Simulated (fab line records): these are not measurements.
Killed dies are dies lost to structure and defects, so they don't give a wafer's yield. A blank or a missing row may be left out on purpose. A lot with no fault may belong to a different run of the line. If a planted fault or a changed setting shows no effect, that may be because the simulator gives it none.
Which tool did it? / flow nandHarc / 24 lots with 72 wafers sampled at 6 steps, on a route of 1302 steps

== WHAT EACH GAUGE READ, for each wafer ==
NHARC_A_BONDPAD_CD_MEAS_13.
lot=L074; measured=day 23 18:58; on=cdSem-03; cdNm (nm)=499.2 499.4 498.8
lot=L075; measured=day 23 19:16; on=cdSem-02; cdNm (nm)=501.4 500.7 500.7
lot=L076; measured=day 24 04:53; on=cdSem-03; cdNm (nm)=502.8 500.8 502.6
lot=L079; measured=day 25 00:58; on=cdSem-02; cdNm (nm)=500.0 497.8 499.0
lot=L078; measured=day 25 04:07; on=cdSem-02; cdNm (nm)=503.3 503.0 501.3
lot=L077; measured=day 25 04:37; on=cdSem-01; cdNm (nm)=498.2 497.7 499.0
lot=L081; measured=day 26 06:00; on=cdSem-01; cdNm (nm)=500.2 496.7 499.8
lot=L080; measured=day 26 07:37; on=cdSem-01; cdNm (nm)=499.2 501.0 500.6
lot=L082; measured=day 26 11:13; on=cdSem-02; cdNm (nm)=501.0 502.6 504.7
lot=L083; measured=day 26 22:18; on=cdSem-02; cdNm (nm)=503.6 500.3 501.2
lot=L086; measured=day 28 05:04; on=cdSem-03; cdNm (nm)=501.0 502.5 502.8
lot=L087; measured=day 28 11:26; on=cdSem-03; cdNm (nm)=495.7 499.2 500.0
lot=L085; measured=day 28 14:20; on=cdSem-03; cdNm (nm)=500.3 499.8 498.6
lot=L084; measured=day 28 23:34; on=cdSem-02; cdNm (nm)=499.1 500.1 499.2
lot=L091; measured=day 29 06:11; on=cdSem-03; cdNm (nm)=497.3 501.6 499.0
lot=L089; measured=day 29 06:47; on=cdSem-01; cdNm (nm)=498.4 501.7 498.0
lot=L088; measured=day 29 10:28; on=cdSem-02; cdNm (nm)=500.9 498.5 500.8
lot=L090; measured=day 29 15:53; on=cdSem-03; cdNm (nm)=498.3 498.9 498.1
lot=L093; measured=day 30 15:34; on=cdSem-02; cdNm (nm)=503.3 499.2 503.5
lot=L092; measured=day 30 18:14; on=cdSem-01; cdNm (nm)=503.5 499.9 502.3
lot=L094; measured=day 31 19:22; on=cdSem-02; cdNm (nm)=497.9 499.0 496.3
lot=L096; measured=day 32 17:23; on=cdSem-02; cdNm (nm)=499.8 498.8 499.5
lot=L097; measured=day 32 21:36; on=cdSem-03; cdNm (nm)=495.5 498.2 497.0
lot=L095; measured=day 32 22:41; on=cdSem-03; cdNm (nm)=499.9 499.4 499.7

NHARC_A_BONDPAD_INSPECT_23.
lot=L074; measured=day 23 21:21; on=defectInspect-02; rawDefectCount=588 473 445
lot=L075; measured=day 23 21:41; on=defectInspect-01; rawDefectCount=601 724 581
lot=L076; measured=day 24 07:09; on=defectInspect-02; rawDefectCount=587 731 741
lot=L079; measured=day 25 03:12; on=defectInspect-02; rawDefectCount=451 642 505
lot=L078; measured=day 25 06:25; on=defectInspect-02; rawDefectCount=486 593 473
lot=L077; measured=day 25 06:55; on=defectInspect-02; rawDefectCount=627 869 846
lot=L081; measured=day 26 08:15; on=defectInspect-02; rawDefectCount=506 678 1141
lot=L080; measured=day 26 09:51; on=defectInspect-02; rawDefectCount=767 538 587
lot=L082; measured=day 26 13:28; on=defectInspect-02; rawDefectCount=786 806 903
lot=L083; measured=day 27 00:35; on=defectInspect-01; rawDefectCount=451 437 597
lot=L086; measured=day 28 07:22; on=defectInspect-02; rawDefectCount=469 538 546
lot=L087; measured=day 28 13:41; on=defectInspect-01; rawDefectCount=378 405 463
lot=L085; measured=day 28 16:35; on=defectInspect-01; rawDefectCount=374 402 387
lot=L084; measured=day 29 01:48; on=defectInspect-01; rawDefectCount=423 579 449
lot=L091; measured=day 29 08:26; on=defectInspect-02; rawDefectCount=511 547 483
lot=L089; measured=day 29 09:02; on=defectInspect-02; rawDefectCount=709 559 710
lot=L088; measured=day 29 12:45; on=defectInspect-01; rawDefectCount=404 477 420
lot=L090; measured=day 29 18:09; on=defectInspect-02; rawDefectCount=485 501 412
lot=L093; measured=day 30 17:48; on=defectInspect-02; rawDefectCount=660 849 877
lot=L092; measured=day 30 20:29; on=defectInspect-01; rawDefectCount=457 422 653
lot=L094; measured=day 31 21:37; on=defectInspect-02; rawDefectCount=550 643 581
lot=L096; measured=day 32 19:55; on=defectInspect-02; rawDefectCount=457 367 574
lot=L097; measured=day 32 23:52; on=defectInspect-02; rawDefectCount=502 480 459
lot=L095; measured=day 33 00:57; on=defectInspect-02; rawDefectCount=782 825 696

== EACH LOT AND THE TOOL THAT RAN IT (in order: tool; ch and the chambers of the sampled wafers; start) ==
lot=L074; NHARC_A_M1_PRE_CLEAN_32=pecvd-04 ch 0,1,2, day 23 16:34; NHARC_A_M1_DEP_33=pecvd-04 ch 0,1,2, day 23 16:38; NHARC_A_BONDPAD_CMP_29=cmp-02 ch 0,1,3, day 23 17:37; NHARC_A_BONDPAD_CMP_19=cmp-04 ch 0,1,3, day 23 20:50
lot=L075; NHARC_A_M1_PRE_CLEAN_32=pecvd-03 ch 0,1,2, day 23 16:55; NHARC_A_M1_DEP_33=pecvd-03 ch 0,1,2, day 23 17:05; NHARC_A_BONDPAD_CMP_29=cmp-04 ch 0,1,2, day 23 17:59; NHARC_A_BONDPAD_CMP_19=cmp-02 ch 0,1, day 23 21:08
lot=L076; NHARC_A_M1_PRE_CLEAN_32=pecvd-02 ch 0,1,2, day 24 02:31; NHARC_A_M1_DEP_33=pecvd-02 ch 0,1,2, day 24 02:39; NHARC_A_BONDPAD_CMP_29=cmp-04 ch 1,3, day 24 03:34; NHARC_A_BONDPAD_CMP_19=cmp-02 ch 2,3, day 24 06:35
lot=L079; NHARC_A_M1_PRE_CLEAN_32=pecvd-03 ch 1,2, day 24 22:37; NHARC_A_M1_DEP_33=pecvd-03 ch 1,2, day 24 22:45; NHARC_A_BONDPAD_CMP_29=cmp-03 ch 0,3, day 24 23:37; NHARC_A_BONDPAD_CMP_19=cmp-04 ch 0,2, day 25 02:41
lot=L078; NHARC_A_M1_PRE_CLEAN_32=pecvd-02 ch 0,1,2, day 25 01:42; NHARC_A_M1_DEP_33=pecvd-02 ch 0,1,2, day 25 01:49; NHARC_A_BONDPAD_CMP_29=cmp-03 ch 0,1,2, day 25 02:47; NHARC_A_BONDPAD_CMP_19=cmp-02 ch 0,2,3, day 25 05:56
lot=L077; NHARC_A_M1_PRE_CLEAN_32=pecvd-02 ch 0,2, day 25 02:22; NHARC_A_M1_DEP_33=pecvd-02 ch 0,2, day 25 02:26; NHARC_A_BONDPAD_CMP_29=cmp-02 ch 0,1, day 25 03:24; NHARC_A_BONDPAD_CMP_19=cmp-04 ch 1,2,3, day 25 06:22
lot=L081; NHARC_A_M1_PRE_CLEAN_32=pecvd-02 ch 0,1,2, day 26 03:30; NHARC_A_M1_DEP_33=pecvd-02 ch 0,1,2, day 26 03:37; NHARC_A_BONDPAD_CMP_29=cmp-03 ch 0,2,3, day 26 04:40; NHARC_A_BONDPAD_CMP_19=cmp-02 ch 0,1,3, day 26 07:43
lot=L080; NHARC_A_M1_PRE_CLEAN_32=pecvd-02 ch 0,1,2, day 26 05:23; NHARC_A_M1_DEP_33=pecvd-02 ch 0,1,2, day 26 05:34; NHARC_A_BONDPAD_CMP_29=cmp-03 ch 2,3, day 26 06:23; NHARC_A_BONDPAD_CMP_19=cmp-03 ch 0,1, day 26 09:21
lot=L082; NHARC_A_M1_PRE_CLEAN_32=pecvd-03 ch 0,2, day 26 08:50; NHARC_A_M1_DEP_33=pecvd-03 ch 0,2, day 26 08:57; NHARC_A_BONDPAD_CMP_29=cmp-04 ch 0,1,3, day 26 09:55; NHARC_A_BONDPAD_CMP_19=cmp-04 ch 1,2,3, day 26 12:58
lot=L083; NHARC_A_M1_PRE_CLEAN_32=pecvd-03 ch 0,1,2, day 26 20:03; NHARC_A_M1_DEP_33=pecvd-03 ch 0,1,2, day 26 20:10; NHARC_A_BONDPAD_CMP_29=cmp-03 ch 0,2, day 26 21:05; NHARC_A_BONDPAD_CMP_19=cmp-03 ch 1,2, day 27 00:04
lot=L086; NHARC_A_M1_PRE_CLEAN_32=pecvd-03 ch 0,1,2, day 28 02:49; NHARC_A_M1_DEP_33=pecvd-03 ch 0,1,2, day 28 02:54; NHARC_A_BONDPAD_CMP_29=cmp-02 ch 0,1,3, day 28 03:54; NHARC_A_BONDPAD_CMP_19=cmp-02 ch 1,2,3, day 28 06:50
lot=L087; NHARC_A_M1_PRE_CLEAN_32=pecvd-04 ch 0,2, day 28 09:04; NHARC_A_M1_DEP_33=pecvd-04 ch 0,2, day 28 09:08; NHARC_A_BONDPAD_CMP_29=cmp-04 ch 0,1,2, day 28 10:06; NHARC_A_BONDPAD_CMP_19=cmp-04 ch 0,1,3, day 28 13:09
lot=L085; NHARC_A_M1_PRE_CLEAN_32=pecvd-03 ch 0,2, day 28 11:58; NHARC_A_M1_DEP_33=pecvd-03 ch 0,2, day 28 12:04; NHARC_A_BONDPAD_CMP_29=cmp-02 ch 0,1,2, day 28 13:02; NHARC_A_BONDPAD_CMP_19=cmp-02 ch 0,3, day 28 16:05
lot=L084; NHARC_A_M1_PRE_CLEAN_32=pecvd-02 ch 0,1,2, day 28 21:14; NHARC_A_M1_DEP_33=pecvd-02 ch 0,1,2, day 28 21:19; NHARC_A_BONDPAD_CMP_29=cmp-03 ch 1,3, day 28 22:18; NHARC_A_BONDPAD_CMP_19=cmp-03 ch 0,2, day 29 01:18
lot=L091; NHARC_A_M1_PRE_CLEAN_32=pecvd-03 ch 0,1,2, day 29 03:48; NHARC_A_M1_DEP_33=pecvd-03 ch 0,1,2, day 29 03:53; NHARC_A_BONDPAD_CMP_29=cmp-02 ch 0,2,3, day 29 04:50; NHARC_A_BONDPAD_CMP_19=cmp-04 ch 0,2,3, day 29 07:55
lot=L089; NHARC_A_M1_PRE_CLEAN_32=pecvd-02 ch 0,1,2, day 29 04:30; NHARC_A_M1_DEP_33=pecvd-02 ch 0,1,2, day 29 04:35; NHARC_A_BONDPAD_CMP_29=cmp-04 ch 0,1,2, day 29 05:32; NHARC_A_BONDPAD_CMP_19=cmp-02 ch 1,2,3, day 29 08:30
lot=L088; NHARC_A_M1_PRE_CLEAN_32=pecvd-04 ch 0,1,2, day 29 08:07; NHARC_A_M1_DEP_33=pecvd-04 ch 0,1,2, day 29 08:16; NHARC_A_BONDPAD_CMP_29=cmp-04 ch 0,1,2, day 29 09:12; NHARC_A_BONDPAD_CMP_19=cmp-04 ch 1,2,3, day 29 12:16
lot=L090; NHARC_A_M1_PRE_CLEAN_32=pecvd-04 ch 0,1, day 29 13:29; NHARC_A_M1_DEP_33=pecvd-04 ch 0,1, day 29 13:34; NHARC_A_BONDPAD_CMP_29=cmp-03 ch 0,3, day 29 14:33; NHARC_A_BONDPAD_CMP_19=cmp-04 ch 0,1, day 29 17:37
lot=L093; NHARC_A_M1_PRE_CLEAN_32=pecvd-02 ch 0,1,2, day 30 13:12; NHARC_A_M1_DEP_33=pecvd-02 ch 0,1,2, day 30 13:22; NHARC_A_BONDPAD_CMP_29=cmp-02 ch 0,2,3, day 30 14:15; NHARC_A_BONDPAD_CMP_19=cmp-03 ch 2,3, day 30 17:16
lot=L092; NHARC_A_M1_PRE_CLEAN_32=pecvd-04 ch 0,1,2, day 30 15:50; NHARC_A_M1_DEP_33=pecvd-04 ch 0,1,2, day 30 15:55; NHARC_A_BONDPAD_CMP_29=cmp-02 ch 1,2,3, day 30 16:52; NHARC_A_BONDPAD_CMP_19=cmp-02 ch 1,2,3, day 30 19:57
lot=L094; NHARC_A_M1_PRE_CLEAN_32=pecvd-04 ch 0,1, day 31 16:58; NHARC_A_M1_DEP_33=pecvd-04 ch 0,1, day 31 17:03; NHARC_A_BONDPAD_CMP_29=cmp-02 ch 0,1,3, day 31 18:04; NHARC_A_BONDPAD_CMP_19=cmp-02 ch 2,3, day 31 21:05
lot=L096; NHARC_A_M1_PRE_CLEAN_32=pecvd-04 ch 1,2, day 32 14:59; NHARC_A_M1_DEP_33=pecvd-04 ch 1,2, day 32 15:04; NHARC_A_BONDPAD_CMP_29=cmp-02 ch 1,3, day 32 16:02; NHARC_A_BONDPAD_CMP_19=cmp-02 ch 2,3, day 32 19:23
lot=L097; NHARC_A_M1_PRE_CLEAN_32=pecvd-04 ch 0,1,2, day 32 19:14; NHARC_A_M1_DEP_33=pecvd-04 ch 0,1,2, day 32 19:22; NHARC_A_BONDPAD_CMP_29=cmp-03 ch 0,2,3, day 32 20:17; NHARC_A_BONDPAD_CMP_19=cmp-02 ch 0,3, day 32 23:20
lot=L095; NHARC_A_M1_PRE_CLEAN_32=pecvd-04 ch 0,1, day 32 20:19; NHARC_A_M1_DEP_33=pecvd-04 ch 0,1, day 32 20:23; NHARC_A_BONDPAD_CMP_29=cmp-03 ch 0,1,2, day 32 21:24; NHARC_A_BONDPAD_CMP_19=cmp-02 ch 0,3, day 33 00:24
- NHARC_A_M1_PRE_CLEAN_32: time 12 s.
- NHARC_A_M1_DEP_33: deposits SiCN, target thk 30 nm.
- NHARC_A_BONDPAD_CMP_29: polishes SiCN, target thk 200 nm.
- NHARC_A_BONDPAD_CMP_19: polishes, t overpolish 30 s, cu recess touch 16 s, target thk 169.82 nm.

== WHAT THE TOOLS THEMSELVES READ (means of the sampled wafers that have a number; where no wafer has one, the mark that the record gives instead) ==
NHARC_A_M1_PRE_CLEAN_32.
lot=L074; tool=pecvd-04; heaterPowerW (W)=646; rfFwdPowerW (W)=293.1
lot=L075; tool=pecvd-03; heaterPowerW (W)=589; rfFwdPowerW (W)=293.2
lot=L076; tool=pecvd-02; heaterPowerW (W)=600; rfFwdPowerW (W)=292.4
lot=L079; tool=pecvd-03; heaterPowerW (W)=627; rfFwdPowerW (W)=293.6
lot=L078; tool=pecvd-02; heaterPowerW (W)=623; rfFwdPowerW (W)=293.1
lot=L077; tool=pecvd-02; heaterPowerW (W)=623; rfFwdPowerW (W)=292.8
lot=L081; tool=pecvd-02; heaterPowerW (W)=656; rfFwdPowerW (W)=292.0
lot=L080; tool=pecvd-02; heaterPowerW (W)=599; rfFwdPowerW (W)=293.3
lot=L082; tool=pecvd-03; heaterPowerW (W)=603; rfFwdPowerW (W)=291.9
lot=L083; tool=pecvd-03; heaterPowerW (W)=574; rfFwdPowerW (W)=292.6
lot=L086; tool=pecvd-03; heaterPowerW (W)=598; rfFwdPowerW (W)=291.3
lot=L087; tool=pecvd-04; heaterPowerW (W)=551; rfFwdPowerW (W)=292.2
lot=L085; tool=pecvd-03; heaterPowerW (W)=606; rfFwdPowerW (W)=291.6
lot=L084; tool=pecvd-02; heaterPowerW (W)=613; rfFwdPowerW (W)=293.7
lot=L091; tool=pecvd-03; heaterPowerW (W)=592; rfFwdPowerW (W)=293.0
lot=L089; tool=pecvd-02; heaterPowerW (W)=645; rfFwdPowerW (W)=293.4
lot=L088; tool=pecvd-04; heaterPowerW (W)=582; rfFwdPowerW (W)=292.2
lot=L090; tool=pecvd-04; heaterPowerW (W)=600; rfFwdPowerW (W)=292.6
lot=L093; tool=pecvd-02; heaterPowerW (W)=633; rfFwdPowerW (W)=292.1
lot=L092; tool=pecvd-04; heaterPowerW (W)=574; rfFwdPowerW (W)=292.7
lot=L094; tool=pecvd-04; heaterPowerW (W)=613; rfFwdPowerW (W)=292.9
lot=L096; tool=pecvd-04; heaterPowerW (W)=569; rfFwdPowerW (W)=292.6
lot=L097; tool=pecvd-04; heaterPowerW (W)=584; rfFwdPowerW (W)=292.5
lot=L095; tool=pecvd-04; heaterPowerW (W)=623; rfFwdPowerW (W)=293.1

NHARC_A_M1_DEP_33.
lot=L074; tool=pecvd-04; chamberPressureTorr (Torr)=3.002; heaterPowerW (W)=562; rfFwdPowerW (W)=450.2
lot=L075; tool=pecvd-03; chamberPressureTorr (Torr)=3.002; heaterPowerW (W)=587; rfFwdPowerW (W)=448.6
lot=L076; tool=pecvd-02; chamberPressureTorr (Torr)=2.998; heaterPowerW (W)=549; rfFwdPowerW (W)=448.7
lot=L079; tool=pecvd-03; chamberPressureTorr (Torr)=3.000; heaterPowerW (W)=545; rfFwdPowerW (W)=449.1
lot=L078; tool=pecvd-02; chamberPressureTorr (Torr)=3.006; heaterPowerW (W)=566; rfFwdPowerW (W)=451.1
lot=L077; tool=pecvd-02; chamberPressureTorr (Torr)=3.002; heaterPowerW (W)=525; rfFwdPowerW (W)=449.4
lot=L081; tool=pecvd-02; chamberPressureTorr (Torr)=3.004; heaterPowerW (W)=555; rfFwdPowerW (W)=449.3
lot=L080; tool=pecvd-02; chamberPressureTorr (Torr)=2.998; heaterPowerW (W)=598; rfFwdPowerW (W)=449.7
lot=L082; tool=pecvd-03; chamberPressureTorr (Torr)=2.999; heaterPowerW (W)=545; rfFwdPowerW (W)=449.2
lot=L083; tool=pecvd-03; chamberPressureTorr (Torr)=3.006; heaterPowerW (W)=565; rfFwdPowerW (W)=448.8
lot=L086; tool=pecvd-03; chamberPressureTorr (Torr)=3.002; heaterPowerW (W)=521; rfFwdPowerW (W)=448.9
lot=L087; tool=pecvd-04; chamberPressureTorr (Torr)=3.004; heaterPowerW (W)=525; rfFwdPowerW (W)=448.9
lot=L085; tool=pecvd-03; chamberPressureTorr (Torr)=2.999; heaterPowerW (W)=589; rfFwdPowerW (W)=449.6
lot=L084; tool=pecvd-02; chamberPressureTorr (Torr)=2.998; heaterPowerW (W)=601; rfFwdPowerW (W)=447.3
lot=L091; tool=pecvd-03; chamberPressureTorr (Torr)=2.999; heaterPowerW (W)=537; rfFwdPowerW (W)=449.5
lot=L089; tool=pecvd-02; chamberPressureTorr (Torr)=3.003; heaterPowerW (W)=597; rfFwdPowerW (W)=447.9
lot=L088; tool=pecvd-04; chamberPressureTorr (Torr)=2.995; heaterPowerW (W)=519; rfFwdPowerW (W)=448.8
lot=L090; tool=pecvd-04; chamberPressureTorr (Torr)=2.999; heaterPowerW (W)=584; rfFwdPowerW (W)=449.1
lot=L093; tool=pecvd-02; chamberPressureTorr (Torr)=2.998; heaterPowerW (W)=572; rfFwdPowerW (W)=449.7
lot=L092; tool=pecvd-04; chamberPressureTorr (Torr)=2.993; heaterPowerW (W)=559; rfFwdPowerW (W)=448.9
lot=L094; tool=pecvd-04; chamberPressureTorr (Torr)=2.999; heaterPowerW (W)=529; rfFwdPowerW (W)=450.1
lot=L096; tool=pecvd-04; chamberPressureTorr (Torr)=2.998; heaterPowerW (W)=517; rfFwdPowerW (W)=449.7
lot=L097; tool=pecvd-04; chamberPressureTorr (Torr)=3.001; heaterPowerW (W)=537; rfFwdPowerW (W)=450.1
lot=L095; tool=pecvd-04; chamberPressureTorr (Torr)=2.995; heaterPowerW (W)=584; rfFwdPowerW (W)=450.8

NHARC_A_BONDPAD_CMP_29.
lot=L074; tool=cmp-02; motorCurrentA (A)=12.9
lot=L075; tool=cmp-04; motorCurrentA (A)=12.2
lot=L076; tool=cmp-04; motorCurrentA (A)=12.1
lot=L079; tool=cmp-03; motorCurrentA (A)=12.8
lot=L078; tool=cmp-03; motorCurrentA (A)=12.3
lot=L077; tool=cmp-02; motorCurrentA (A)=12.7
lot=L081; tool=cmp-03; motorCurrentA (A)=13.3
lot=L080; tool=cmp-03; motorCurrentA (A)=12.9
lot=L082; tool=cmp-04; motorCurrentA (A)=11.6
lot=L083; tool=cmp-03; motorCurrentA (A)=12.2
lot=L086; tool=cmp-02; motorCurrentA (A)=13.1
lot=L087; tool=cmp-04; motorCurrentA (A)=12.4
lot=L085; tool=cmp-02; motorCurrentA (A)=12.1
lot=L084; tool=cmp-03; motorCurrentA (A)=12.9
lot=L091; tool=cmp-02; motorCurrentA (A)=12.6
lot=L089; tool=cmp-04; motorCurrentA (A)=12.4
lot=L088; tool=cmp-04; motorCurrentA (A)=12.5
lot=L090; tool=cmp-03; motorCurrentA (A)=13.1
lot=L093; tool=cmp-02; motorCurrentA (A)=12.7
lot=L092; tool=cmp-02; motorCurrentA (A)=13.4
lot=L094; tool=cmp-02; motorCurrentA (A)=12.7
lot=L096; tool=cmp-02; motorCurrentA (A)=12.9
lot=L097; tool=cmp-03; motorCurrentA (A)=13.3
lot=L095; tool=cmp-03; motorCurrentA (A)=12.8

NHARC_A_BONDPAD_CMP_19.
lot=L074; tool=cmp-04; motorCurrentA (A)=11.5; overpolishRunS (s)=30.000
lot=L075; tool=cmp-02; motorCurrentA (A)=12.4; overpolishRunS (s)=30.006
lot=L076; tool=cmp-02; motorCurrentA (A)=13.3; overpolishRunS (s)=29.994
lot=L079; tool=cmp-04; motorCurrentA (A)=12.6; overpolishRunS (s)=29.997
lot=L078; tool=cmp-02; motorCurrentA (A)=12.5; overpolishRunS (s)=30.000
lot=L077; tool=cmp-04; motorCurrentA (A)=12.2; overpolishRunS (s)=30.005
lot=L081; tool=cmp-02; motorCurrentA (A)=12.8; overpolishRunS (s)=30.005
lot=L080; tool=cmp-03; motorCurrentA (A)=13.1; overpolishRunS (s)=29.995
lot=L082; tool=cmp-04; motorCurrentA (A)=12.1; overpolishRunS (s)=30.007
lot=L083; tool=cmp-03; motorCurrentA (A)=12.9; overpolishRunS (s)=30.004
lot=L086; tool=cmp-02; motorCurrentA (A)=12.8; overpolishRunS (s)=29.984
lot=L087; tool=cmp-04; motorCurrentA (A)=11.9; overpolishRunS (s)=30.003
lot=L085; tool=cmp-02; motorCurrentA (A)=12.0; overpolishRunS (s)=30.004
lot=L084; tool=cmp-03; motorCurrentA (A)=12.4; overpolishRunS (s)=30.007
lot=L091; tool=cmp-04; motorCurrentA (A)=12.1; overpolishRunS (s)=29.988
lot=L089; tool=cmp-02; motorCurrentA (A)=13.1; overpolishRunS (s)=30.008
lot=L088; tool=cmp-04; motorCurrentA (A)=12.0; overpolishRunS (s)=30.005
lot=L090; tool=cmp-04; motorCurrentA (A)=12.1; overpolishRunS (s)=29.993
lot=L093; tool=cmp-03; motorCurrentA (A)=14.0; overpolishRunS (s)=29.991
lot=L092; tool=cmp-02; motorCurrentA (A)=12.9; overpolishRunS (s)=30.005
lot=L094; tool=cmp-02; motorCurrentA (A)=13.1; overpolishRunS (s)=30.002
lot=L096; tool=cmp-02; motorCurrentA (A)=12.5; overpolishRunS (s)=30.001
lot=L097; tool=cmp-02; motorCurrentA (A)=12.0; overpolishRunS (s)=29.999
lot=L095; tool=cmp-02; motorCurrentA (A)=12.4; overpolishRunS (s)=29.996

== THE ANSWER, worked out from the rows above alone ==
Rule: the lots themselves supply what counts as usual. Put in order of their means at a reading, lots are off if they are a third of the lots or fewer, leave a main group of 4 or more, and stand apart from it by a gap of 3 or more times the standard deviation of the main group's means; of several such gaps the widest counts. If all means in a main group match to the digits the tables above print for the reading, that group is not used. Also off: a lot with no number at a reading for which 4 or more lots have one. Where the step has rows for the other lots, those lots are counted as sound. Order of review: gauges by route order, followed by the tools' own readings, for which a lot's mean as printed above is used. The first step at which some lot is off is used, and at that step the reading that is off furthest; a lot without a number counts as furthest.
None of the lots is off at any reading shown; this tells nothing.

== WHAT WAS PUT IN BY THE SIMULATOR ==
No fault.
